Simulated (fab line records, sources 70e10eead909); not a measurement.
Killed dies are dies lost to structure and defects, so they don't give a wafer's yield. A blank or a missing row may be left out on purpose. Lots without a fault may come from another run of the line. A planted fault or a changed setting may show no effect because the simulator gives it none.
Which tool did it? | flow nand_harc | 14 lots, 42 wafers sampled, at 4 steps of a route of 1302

WHAT THE GAUGES READ, wafer by wafer
NHARC_THIN_TSV_CD_MEAS_37.
lot  | measured     | on        | cd_nm (nm)
L800 | day 24 01:44 | cd_sem-01 | 5001 5007 5008
L801 | day 24 03:11 | cd_sem-02 | 5002 5002 5003
L802 | day 25 11:55 | cd_sem-01 | 5002 5000 5003
L803 | day 25 13:19 | cd_sem-01 | 5002 5002 4996
L810 | day 28 11:02 | cd_sem-01 | 4998 4996 4996
L809 | day 28 23:54 | cd_sem-02 | 5005 4998 5001
L815 | day 30 00:27 | cd_sem-02 | 5001 5002 5000
L818 | day 31 15:47 | cd_sem-02 | 5004 5005 4998
L817 | day 31 17:08 | cd_sem-01 | 5001 5003 5001
L819 | day 32 09:46 | cd_sem-01 | 5008 4998 4997
L821 | day 32 11:07 | cd_sem-01 | 5002 5004 5000
L820 | day 32 19:37 | cd_sem-01 | 5002 4998 4999
L822 | day 33 01:17 | cd_sem-02 | 5001 5006 5002
L823 | day 33 14:38 | cd_sem-03 | 5000 5005 5000

WHICH TOOL RAN EACH LOT (tool, then ch and the chambers of the sampled wafers, then the start)
lot  | NHARC_THIN_TSV_STRIP_62              | NHARC_THIN_TSV_ETCH_59            | NHARC_THIN_TSV_ETCH_36
L800 | plasma_asher-01 ch 1, day 23 21:07   | rie_metal-03 ch 1, day 24 00:36   | rie_metal-03 ch 1, day 24 00:52
L801 | plasma_asher-02 ch 0,1, day 23 22:28 | rie_metal-02 ch 0,1, day 24 01:57 | rie_metal-02 ch 0,1, day 24 02:17
L802 | plasma_asher-02 ch 0,1, day 25 07:02 | rie_metal-03 ch 0,1, day 25 10:32 | rie_metal-03 ch 0,1, day 25 10:45
L803 | plasma_asher-01 ch 0,1, day 25 08:16 | rie_metal-01 ch 0,1, day 25 11:52 | rie_metal-01 ch 0,1, day 25 12:07
L810 | plasma_asher-02 ch 0,1, day 28 06:11 | rie_metal-01 ch 0,1, day 28 09:52 | rie_metal-01 ch 0,1, day 28 10:08
L809 | plasma_asher-02 ch 0,1, day 28 19:10 | rie_metal-01 ch 0,1, day 28 22:45 | rie_metal-01 ch 0,1, day 28 23:01
L815 | plasma_asher-01 ch 0,1, day 29 19:08 | rie_metal-02 ch 1, day 29 23:15   | rie_metal-02 ch 1, day 29 23:32
L818 | plasma_asher-01 ch 0,1, day 31 11:06 | rie_metal-02 ch 0,1, day 31 14:43 | rie_metal-02 ch 0,1, day 31 14:55
L817 | plasma_asher-02 ch 0, day 31 12:23   | rie_metal-01 ch 0,1, day 31 16:01 | rie_metal-01 ch 0,1, day 31 16:14
L819 | plasma_asher-01 ch 0,1, day 32 05:01 | rie_metal-03 ch 0,1, day 32 08:36 | rie_metal-03 ch 0,1, day 32 08:52
L821 | plasma_asher-02 ch 0,1, day 32 06:22 | rie_metal-02 ch 0,1, day 32 10:00 | rie_metal-02 ch 0,1, day 32 10:14
L820 | plasma_asher-01 ch 0,1, day 32 14:41 | rie_metal-01 ch 0, day 32 18:26   | rie_metal-01 ch 0, day 32 18:44
L822 | plasma_asher-02 ch 0,1, day 32 20:36 | rie_metal-02 ch 0,1, day 33 00:12 | rie_metal-02 ch 0,1, day 33 00:25
L823 | plasma_asher-02 ch 0,1, day 33 09:55 | rie_metal-02 ch 0,1, day 33 13:32 | rie_metal-02 ch 0,1, day 33 13:44
- NHARC_THIN_TSV_STRIP_62: strips in N2/H2, time 20 s.
- NHARC_THIN_TSV_ETCH_59: etches the open film in Cl2/BCl3, target depth 880 nm, time 138.1 s.
- NHARC_THIN_TSV_ETCH_36: etches the open film in Cl2/BCl3, target depth 65 nm, time 18.571 s.

WHAT THE TOOLS THEMSELVES READ (means of the sampled wafers that have a number; where no wafer has one, the mark that the record gives instead)
NHARC_THIN_TSV_STRIP_62.
lot  | tool            | drypump_motor_current_A (A) | heater_power_w (W) | temp_c (C)
L800 | plasma_asher-01 | 5.45                        | 326                | 250.01
L801 | plasma_asher-02 | 5.50                        | 336                | 250.08
L802 | plasma_asher-02 | 5.43                        | 321                | 250.10
L803 | plasma_asher-01 | 5.69                        | 325                | 249.92
L810 | plasma_asher-02 | 5.47                        | 323                | 249.94
L809 | plasma_asher-02 | 5.49                        | 327                | 250.05
L815 | plasma_asher-01 | 5.56                        | 315                | 249.87
L818 | plasma_asher-01 | 5.69                        | 326                | 250.15
L817 | plasma_asher-02 | 5.56                        | 329                | 250.13
L819 | plasma_asher-01 | 5.67                        | 324                | 250.05
L821 | plasma_asher-02 | 5.44                        | 317                | 249.84
L820 | plasma_asher-01 | 5.68                        | 328                | 249.87
L822 | plasma_asher-02 | 5.51                        | 320                | 250.01
L823 | plasma_asher-02 | 5.44                        | 317                | 249.90

NHARC_THIN_TSV_ETCH_59.
lot  | tool         | bcl3_flow_sccm (sccm) | drypump_motor_current_A (A) | oes_product_au (a.u.) | throttle_valve_pct (%)
L800 | rie_metal-03 | 29.86                 | 5.8                         | 0.993                 | 22.260
L801 | rie_metal-02 | 29.98                 | 5.6                         | 0.997                 | 22.275
L802 | rie_metal-03 | 30.05                 | 5.5                         | 0.987                 | 22.269
L803 | rie_metal-01 | 30.03                 | 6.5                         | 0.984                 | 22.272
L810 | rie_metal-01 | 30.08                 | 6.5                         | 0.984                 | 22.265
L809 | rie_metal-01 | 30.08                 | 6.5                         | 0.989                 | 22.265
L815 | rie_metal-02 | 29.95                 | 5.7                         | 0.978                 | 22.260
L818 | rie_metal-02 | 29.97                 | 5.6                         | 0.994                 | 22.263
L817 | rie_metal-01 | 30.08                 | 6.5                         | 0.994                 | 22.263
L819 | rie_metal-03 | 29.99                 | 5.5                         | 1.006                 | 22.270
L821 | rie_metal-02 | 29.91                 | 5.6                         | 1.000                 | 22.259
L820 | rie_metal-01 | 30.04                 | 6.3                         | 1.009                 | 22.273
L822 | rie_metal-02 | 29.98                 | 5.6                         | 0.989                 | 22.261
L823 | rie_metal-02 | 30.02                 | 5.7                         | 0.987                 | 22.268

NHARC_THIN_TSV_ETCH_36.
lot  | tool         | drypump_motor_current_A (A) | oes_product_au (a.u.)
L800 | rie_metal-03 | 5.8                         | 0.983
L801 | rie_metal-02 | 5.6                         | 0.999
L802 | rie_metal-03 | 5.3                         | 0.994
L803 | rie_metal-01 | 6.6                         | 0.991
L810 | rie_metal-01 | 6.5                         | 0.891
L809 | rie_metal-01 | 6.6                         | 0.943
L815 | rie_metal-02 | 5.8                         | 0.993
L818 | rie_metal-02 | 5.6                         | 1.011
L817 | rie_metal-01 | 6.6                         | 1.007
L819 | rie_metal-03 | 5.3                         | 1.022
L821 | rie_metal-02 | 5.6                         | 0.996
L820 | rie_metal-01 | 6.3                         | 1.013
L822 | rie_metal-02 | 5.6                         | 1.005
L823 | rie_metal-02 | 5.6                         | 0.990

THE ANSWER, worked out from the rows above alone
Rule: what is usual is taken from the lots themselves. Put in order of their means at a reading, lots are off if they are a third of the lots or fewer, leave a main group of 4 or more, and stand apart from it by a gap of 3 or more times the standard deviation of the main group's means; of several such gaps the widest counts. A main group whose means are all the same, to the digits that the tables above print for the reading, isn't used. A lot without any number at a reading at which 4 lots or more have one is off too. The other lots that the step has rows for count as sound. The gauges are gone through in route order, then the tools' own readings, and for those a lot's mean is taken as printed above. The first step at which some lot is off is used, and at that step the reading that is off furthest; a lot without a number counts as furthest.
Off: L810, L809, at NHARC_THIN_TSV_ETCH_36 (oes_product_au). The main group: mean 1.000 a.u., standard deviation 0.011.
A tool fits if, at that step or a process step before it, it ran every lot that is off, and no sound lot after the first of them. None of those tried fits.

WHAT THE SIMULATOR HAD PUT IN
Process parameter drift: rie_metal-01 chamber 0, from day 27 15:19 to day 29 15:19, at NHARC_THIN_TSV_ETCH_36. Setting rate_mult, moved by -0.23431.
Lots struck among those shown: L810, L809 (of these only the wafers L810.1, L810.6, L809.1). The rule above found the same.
